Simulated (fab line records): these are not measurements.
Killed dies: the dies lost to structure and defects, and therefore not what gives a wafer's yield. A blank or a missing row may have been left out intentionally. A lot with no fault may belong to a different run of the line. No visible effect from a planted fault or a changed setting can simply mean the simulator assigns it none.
fab line records | flow n5Finfet
record lots=14 wafers=40 lastDay=18
route steps=1938 shown BEOL_M1@754
lots untouched by any fault: they come from a run of this same line in which no faults occurred
startH: hours from the record's first day to the start of the lot's first wafer shown | waitH: hours from the lot's prior step to this one | " same as the row above | L1.1+2: one row covering several wafers at once | - value missing, or start not given | * or withheld: withheld | < > ~ a bound
route shown NAME@n: a module of which the file shows steps, and the number in the route of the first | usual: mean and standard deviation over wafers with no fault | same: alike in all rows | chamber/n: place in a boat | sites: the reading at each site | _std_site: the standard deviation of these | _edge_site: outer sites' mean less inner sites' | radiusMm: for every site, how far away it sits from the centre of the wafer | mask NAME#n: copy n | behind: the tool/chamber that last shaped the wafer | hold: the reason the lot was held/the length of the hold in hours/how it ended | device: the n, p or np transistor that did not switch | end of line: the route-end tests of the same wafers | a step given without rows: its recipe and nothing more | killed: dies lost to structure and defects at the first sort, not the wafer's yield | map: dies across one wafer; x = killed, . = not, _ = none there
set.NAME: the setting the step ran with; set.NAME@STEP: the setting that earlier step ran with | model.NAME: the simulator's own value behind a step, which no gauge read
a sample of lots followed through the steps of the route, with each step as a table and each wafer as a row
services: a tool's chamber out of use, with start hour (startH, from the record's first day; less than 0 if before it), hours out, and reason
## steps
# step N5_BEOL_M1_HM_DEP_02
# recipe material=TiN targetThkA=200 tempC=25 chamberPressurePa=0.49996
# usual susceptorTempC=25.01/0.11 throttleValvePct=30.2/1.1
# columns lot.wafer tool chamber startH waitH susceptorTempC throttleValvePct
L413.1 pvdSputter-01 - 128.08 1.2 24.97 31.5
L413.5 " - " " 24.99 29.8
L414.4 pvdSputter-01 - 133.40 1.2 25.04 28.7
L414.5 " - " " 24.92 30.0
L414.6 " - " " 25.05 30.7
L416.1 pvdSputter-01 - 140.65 1.7 24.93 31.0
L416.2 " - " " 25.07 30.0
L416.4 " - " " 25.01 28.6
L421.3 pvdSputter-03 - 168.36 1.6 24.96 29.9
L421.4 " - " " 24.93 30.3
L421.5 " - " " 25.00 29.9
L422.2 pvdSputter-02 - 174.85 1.4 25.13 27.7
L422.5 " - " " 24.86 31.1
L422.6 " - " " 24.96 29.9
L425.1 pvdSputter-02 - 194.44 2.7 25.07 27.8
L425.3 " - " " 25.06 31.0
L425.5 " - " " 24.91 31.0
L426.1 pvdSputter-02 - 198.10 0.4 24.88 31.1
L426.5 " - " " 25.01 31.0
L426.6 " - " " 25.09 29.7
L427.1 pvdSputter-02 - 205.81 0.5 24.99 31.0
L427.3 " - " " 25.04 31.0
L427.4 " - " " 24.94 27.8
L429.2 pvdSputter-03 - 215.94 0.9 24.99 29.7
L429.3 " - " " 24.85 31.0
L429.5 " - " " 24.79 31.1
L430.2 pvdSputter-03 - 222.34 0.7 25.10 29.8
L430.3 " - " " 24.99 30.8
L430.6 " - " " 25.03 30.4
L431.1 pvdSputter-02 - 228.33 0.9 25.04 31.1
L431.3 " - " " 24.89 27.6
L433.1 pvdSputter-03 - 241.37 0.4 25.00 30.4
L433.5 " - " " 25.25 30.6
L433.6 " - " " 24.84 29.6
L435.2 pvdSputter-03 - 249.40 0.3 24.83 29.8
L435.4 " - " " 25.02 30.6
L435.6 " - " " 25.09 30.5
L436.3 pvdSputter-03 - 255.84 1.4 25.22 29.9
L436.5 " - " " 25.04 30.7
L436.6 " - " " 25.12 29.9
# step N5_BEOL_M1_CD_MEAS_11
# recipe targetCdNm=17.05 landingEnergyEv=500 detector=seInlens polarity=opening
# usual cdNm=17.11/0.24
# columns lot.wafer tool chamber startH waitH cdNm
L413.1 cdSem-01 0 128.60 - 17.48
L413.5 " 0 " " 16.85
L414.4 cdSem-03 0 133.92 - 17.31
L414.5 " 0 " " 16.96
L414.6 " 0 " " 16.97
L416.1 cdSem-01 0 141.04 - 16.92
L416.2 " 0 " " 17.01
L416.4 " 0 " " 16.95
L421.3 cdSem-03 0 168.77 - 17.42
L421.4 " 0 " " 17.38
L421.5 " 0 " " 16.92
L422.2 cdSem-03 0 175.37 - 16.80
L422.5 " 0 " " 16.82
L422.6 " 0 " " 16.82
L425.1 cdSem-03 0 194.95 - 16.94
L425.3 " 0 " " 17.12
L425.5 " 0 " " 16.95
L426.1 cdSem-03 0 198.49 - 17.08
L426.5 " 0 " " 17.16
L426.6 " 0 " " 17.04
L427.1 cdSem-02 0 206.36 - 16.65
L427.3 " 0 " " 16.81
L427.4 " 0 " " 17.12
L429.2 cdSem-03 0 216.46 - 17.27
L429.3 " 0 " " 16.80
L429.5 " 0 " " 17.33
L430.2 cdSem-01 0 222.74 - 17.49
L430.3 " 0 " " 17.10
L430.6 " 0 " " 17.10
L431.1 cdSem-01 0 228.72 - 16.82
L431.3 " 0 " " 17.08
L433.1 cdSem-03 0 241.76 - 17.21
L433.5 " 0 " " 16.99
L433.6 " 0 " " 17.23
L435.2 cdSem-02 0 249.79 - 17.43
L435.4 " 0 " " 17.05
L435.6 " 0 " " 17.41
L436.3 cdSem-03 0 256.35 - 17.23
L436.5 " 0 " " 16.89
L436.6 " 0 " " 16.90
# step N5_BEOL_M1_DEVELOP_27
# recipe developTimeS=30 developer=TMAH resist=CAR-EUV rinseLiquid=surfactantRinse dry=airSpin devTempC=23
# usual chillPlateTempC=23.00/0.1 developTimeS=30/0 exhaustPa=45.0/0.88
# columns lot.wafer tool chamber startH waitH chillPlateTempC developTimeS exhaustPa
L413.1 lithoTrack-02 0 129.95 - 23.17 30 43.6
L413.5 " 0 " " 23.06 30 45.0
L414.4 lithoTrack-02 0 135.00 - 23.01 30 45.8
L414.5 " 0 " " 22.88 30 47.0
L414.6 " 0 " " 22.96 30 44.1
L416.1 lithoTrack-01 0 142.06 - 22.86 30 45.5
L416.2 " 0 " " 22.86 30 45.5
L416.4 " 0 " " 23.06 30 45.6
L421.3 lithoTrack-01 - 169.72 - - - -
L421.4 " - " " - - -
L421.5 " - " " - - -
L422.2 lithoTrack-01 - 176.18 - - - -
L422.5 " - " " - - -
L422.6 " - " " - - -
L425.1 lithoTrack-02 0 195.90 - 23.08 30 44.8
L425.3 " 0 " " 23.09 30 44.2
L425.5 " 0 " " 23.06 30 45.4
L426.1 lithoTrack-04 0 199.34 - 23.07 30 43.7
L426.5 " 0 " " 22.95 30 44.6
L426.6 " 0 " " 23.10 30 44.2
L427.1 lithoTrack-02 0 207.30 - 23.16 30 45.2
L427.3 " 0 " " 22.97 30 45.5
L427.4 " 0 " " 22.84 30 45.0
L429.2 lithoTrack-02 0 217.40 - 23.15 30 44.6
L429.3 " 0 " " 22.90 30 45.0
L429.5 " 0 " " 23.13 30 44.4
L430.2 lithoTrack-04 0 223.76 - 23.11 30 45.2
L430.3 " 0 " " 22.99 30 44.7
L430.6 " 0 " " 22.92 30 45.7
L431.1 lithoTrack-04 0 230.00 - 22.97 30 46.1
L431.3 " 0 " " 23.01 30 46.4
L433.1 lithoTrack-01 0 242.71 - 23.02 30 45.8
L433.5 " 0 " " 23.08 30 45.9
L433.6 " 0 " " 22.97 30 45.7
L435.2 lithoTrack-02 0 250.60 - 23.15 30 45.1
L435.4 " 0 " " 22.93 30 45.8
L435.6 " 0 " " 22.99 30 45.5
L436.3 lithoTrack-01 0 257.54 - 22.96 30 44.2
L436.5 " 0 " " 22.99 30 43.5
L436.6 " 0 " " 23.01 30 44.5
# step N5_BEOL_M1_ETCHBACK_99
# recipe chemistry=CHF3 target=SiO2 targetDepthA=50 timeS=10.4 sourceW=215 biasW=47 Ar_flow_sccm=200 CHF3_flow_sccm=12 ionEnergyEv=100 pressureMtorr=30
# usual drypumpMotorCurrentA=5.8/0.58 oes_f_703_au=0.79/0.091 oesProductAu=0.80/0.093 rfVppV=244/4.4 showerheadPlenumPTorr=2.15/0.063 throttleValvePct=17.07/0.29
# columns lot.wafer tool chamber startH waitH drypumpMotorCurrentA oes_f_703_au oesProductAu rfHoursCounterH rfVppV showerheadPlenumPTorr throttleValvePct
L413.1 rieDiel-03 3 134.18 3.9 6.2 0.72 0.73 188 249 2.24 17.11
L413.5 " 3 " " 6.2 0.71 0.73 - 249 2.24 17.12
L414.4 rieDiel-03 0 136.97 1.6 5.0 0.86 0.87 - 243 2.18 16.58
L414.5 " 2 " " 5.5 0.69 0.70 - 245 2.05 17.33
L414.6 " 3 " " 6.3 0.71 0.72 - 249 2.24 17.13
L416.1 rieDiel-03 0 143.03 0.6 5.0 0.86 0.87 56 242 2.18 16.57
L416.2 " 1 " " 5.3 0.77 0.77 160 246 2.17 17.03
L416.4 " 2 " " 5.5 0.69 0.70 213 247 2.05 17.32
L421.3 rieDiel-01 3 170.77 0.6 6.3 0.83 0.88 54 243 2.12 16.98
L421.4 " 2 " " 6.1 0.98 0.97 13 239 2.09 16.53
L421.5 " 1 " " 5.2 0.73 0.72 - 234 2.11 17.32
L422.2 rieDiel-01 1 177.95 1.4 5.2 0.72 0.71 208 236 2.11 17.31
L422.5 " 3 " " 6.4 0.84 0.88 - 244 2.12 16.98
L422.6 " 2 " " 6.1 0.96 0.96 - 239 2.09 16.54
L425.1 rieDiel-03 3 196.72 0.4 6.3 0.70 0.71 208 248 2.24 17.14
L425.3 " 0 " " 5.0 0.82 0.86 72 242 2.17 16.60
L425.5 " 2 " " 5.5 0.67 0.68 - 246 2.05 17.36
L426.1 rieDiel-03 1 207.53 7.8 5.3 0.75 0.74 178 245 2.16 17.05
L426.5 " 0 " " 5.0 0.84 0.84 - 243 2.17 16.59
L426.6 " 1 " " 5.3 0.75 0.74 - 245 2.16 17.05
L427.1 rieDiel-04 2 211.27 3.6 5.7 0.82 0.86 30 254 2.22 17.20
L427.3 " 1 " " 6.5 0.74 0.78 115 246 2.18 17.16
L427.4 " 2 " " 5.7 0.82 0.86 - 254 2.22 17.20
L429.2 rieDiel-04 1 218.37 0.6 6.5 0.74 0.77 118 248 2.18 17.17
L429.3 " 2 " " 5.7 0.82 0.85 33 253 2.22 17.20
L429.5 " 1 " " 6.5 0.74 0.77 - 248 2.18 17.18
L430.2 rieDiel-01 2 224.86 0.7 6.1 0.93 0.93 30 240 2.09 16.56
L430.3 " 1 " " 5.2 0.72 0.70 223 235 2.10 17.35
L430.6 " 0 " " 4.7 0.86 0.86 - 236 2.18 16.87
L431.1 rieDiel-03 0 235.23 4.9 5.0 0.82 0.84 83 243 2.17 16.62
L431.3 " 3 " " 6.3 0.69 0.70 218 247 2.23 17.18
L433.1 rieDiel-04 2 246.55 3.5 5.7 0.81 0.84 44 253 2.22 17.23
L433.5 " 0 " " 5.8 0.92 0.94 - 239 2.20 17.24
L433.6 " 1 " " 6.6 0.74 0.77 - 247 2.18 17.16
L435.2 rieDiel-03 3 252.15 0.9 6.2 0.69 0.70 224 248 2.23 17.19
L435.4 " 2 " " 5.5 0.66 0.68 245 246 2.04 17.39
L435.6 " 1 " " 5.3 0.74 0.74 - 245 2.16 17.08
L436.3 rieDiel-04 1 260.97 3.1 6.5 0.73 0.77 126 247 2.18 17.18
L436.5 " 0 " " 5.7 0.92 0.92 - 241 2.20 17.23
L436.6 " 1 " " 6.5 0.73 0.77 - 247 2.18 17.18
## services
# columns tool chamber startH hours kind
rieDiel-01 2 107.64 - clean
rieDiel-01 2 107.64 - consumableReplace:focusRing
rieDiel-01 2 107.64 24.5 scheduledDown
rieDiel-01 2 107.64 24.5 ventCycle
rieDiel-04 1 129.49 9.0 repair
rieDiel-04 0 130.52 10.4 repair
rieDiel-04 1 139.52 4.0 repair
lithoTrack-04 - 170.56 - consumableReplace:filter
lithoTrack-02 - 183.47 - consumableReplace:filter
rieDiel-04 0 197.34 - clean
rieDiel-04 0 197.34 - consumableReplace:focusRing
rieDiel-04 0 197.34 18.8 scheduledDown
rieDiel-04 0 197.34 18.8 ventCycle
rieDiel-04 1 221.30 13.8 repair
rieDiel-01 1 240.27 4.0 repair
## key
firstSign step=N5_BEOL_M1_DEVELOP_27 reading=toolRecord direction=missing
effect none on later readings
metAt N5_BEOL_M1_DEVELOP_27
struckLots L421,L422
laterRowsLeftOut L421.3,L421.4,L421.5,L422.2,L422.5,L422.6
sortLeftOut L421.3,L421.4,L421.5,L422.2,L422.5,L422.6
notActingAt N5_BEOL_M1_HM_DEP_02,N5_BEOL_M1_CD_MEAS_11,N5_BEOL_M1_ETCHBACK_99
onsetBetween 142.06 169.72
fault kind=skippedStepWhole tool=lithoTrack-01 chamber=- onsetH=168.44 steps=N5_BEOL_M1_DEVELOP_27 scope=struckLotsOnly
# sortLeftOut: the simulated sort isn't trusted on such a fault, so these wafers' sort isn't shown, and their yield isn't known
# laterRowsLeftOut: the simulator's readings of these wafers behind a module that went badly wrong aren't trusted and aren't shown, but for the sort
